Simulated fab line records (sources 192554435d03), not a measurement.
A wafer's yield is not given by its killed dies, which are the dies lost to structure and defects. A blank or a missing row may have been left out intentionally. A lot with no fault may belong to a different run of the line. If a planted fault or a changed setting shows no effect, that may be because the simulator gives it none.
Split-lot study ; flow n5-finfet ; on a route of 1938 steps: 7 lots, 21 wafers read

== THE SPLIT ==
At N5_BEOL_M15_ILD_DEP_00 (deposits SiO2 from TEOS/O2, target thk 1629.3 nm, time 346.1 s), the setting time-s was moved away from the recipe's 346.1 s on 7 of the 21 wafers read, by -9.5% to +12.5%. The other wafers ran this setting at the recipe's value.

There is no step in the file separating the split from the reading.

== THE READING ==
M15_ILD_THK (nm), taken at N5_BEOL_M15_THK_MEAS_01. A value of 1635 nm with a standard deviation of 23 nm is what fault-free wafers of this fab line usually give.

wafer;tool, chamber at the split;time-s as run, s;against the recipe;M15_ILD_THK, nm;against lot-mates on the recipe
L074.1;pecvd-04, 2;346.1;recipe;1641;-
L074.2;pecvd-04, 0;346.1;recipe;1624;-
L074.3;pecvd-04, 1;346.1;recipe;1636;-
L075.1;pecvd-02, 1;389.2;+12.5%;1816;+202
L075.3;pecvd-02, 0;346.1;recipe;1614;-
L075.5;pecvd-02, 2;389.2;+12.5%;1835;+221
L081.2;pecvd-04, 1;332.7;-3.9%;1574;-76
L081.3;pecvd-04, 0;346.1;recipe;1643;-
L081.4;pecvd-04, 1;346.1;recipe;1658;-
L084.3;pecvd-02, 0;346.1;recipe;1608;-
L084.4;pecvd-02, 1;346.1;recipe;1647;-
L084.6;pecvd-02, 2;346.1;recipe;1637;-
L085.1;pecvd-04, 0;378.6;+9.4%;1788;+126
L085.2;pecvd-04, 1;378.6;+9.4%;1775;+113
L085.6;pecvd-04, 1;346.1;recipe;1662;-
L092.2;pecvd-04, 0;313.3;-9.5%;1455;-186
L092.3;pecvd-04, 1;346.1;recipe;1611;-
L092.5;pecvd-04, 2;346.1;recipe;1670;-
L094.2;pecvd-02, 1;346.1;recipe;1654;-
L094.3;pecvd-02, 0;346.1;recipe;1679;-
L094.6;pecvd-02, 2;361.8;+4.5%;1745;+78

FIT RESULTS
A straight line over all 21 wafers: M15_ILD_THK changes by +16 nm for each +1% of time-s; r = +0.97; the points scatter about the line by 22 nm.
The same after taking each lot's own level away (the mean of its wafers on the recipe; 21 wafers): +16.5 nm for each +1%; r = +0.98; scatter 19 nm.
That fit puts the effect of the largest move of time-s on the reading at 2.1e+02 nm.
The lots' own levels span 1614.0 to 1666.5 nm, that is 2.3 times the standard deviation above.
Hence the lot-to-lot level has little effect on the slope; both slopes agree.
Check: with one of the wafers moved furthest among these (+12.5%) left out of the fit, the line predicts +200 nm for it against its lot-mates. Against them it came out at +202 nm.

== THE WHOLE CHAIN: every reading that the file lists as answering this split, in the file's order ==
step;what it does;reading;change (the file's fit);r (the file's)
N5_BEOL_M15_ILD_DEP_00;deposits SiO2 from TEOS/O2, target thk 1629.3 nm, time 346.1 s;SiO2_of_BEOL_M15_ILD_DEP_00.thk-nm (the simulator's own value, which no gauge read);+16.7 nm for each +1% of the setting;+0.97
N5_BEOL_M15_THK_MEAS_01;;M15_ILD_THK;+16.7 for each +1% of the setting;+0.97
N5_BEOL_M15_VIA_ETCH_16;etches SiO2 in C4F8/O2/Ar, target depth 1792.2 nm;etch.depth-nm (the simulator's own value, which no gauge read);+16.7 nm for each +1% of the setting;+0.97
N5_BEOL_M15_VIA_ETCH_16;etches SiO2 in C4F8/O2/Ar, target depth 1792.2 nm;coat_of_BEOL_M15_COAT_04.thk-nm (the simulator's own value, which no gauge read);-3.48 nm for each +1% of the setting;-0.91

== FILE'S OWN FIT ==
M15_ILD_THK changes by +16.7 nm for each +1% of time-s, r = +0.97.
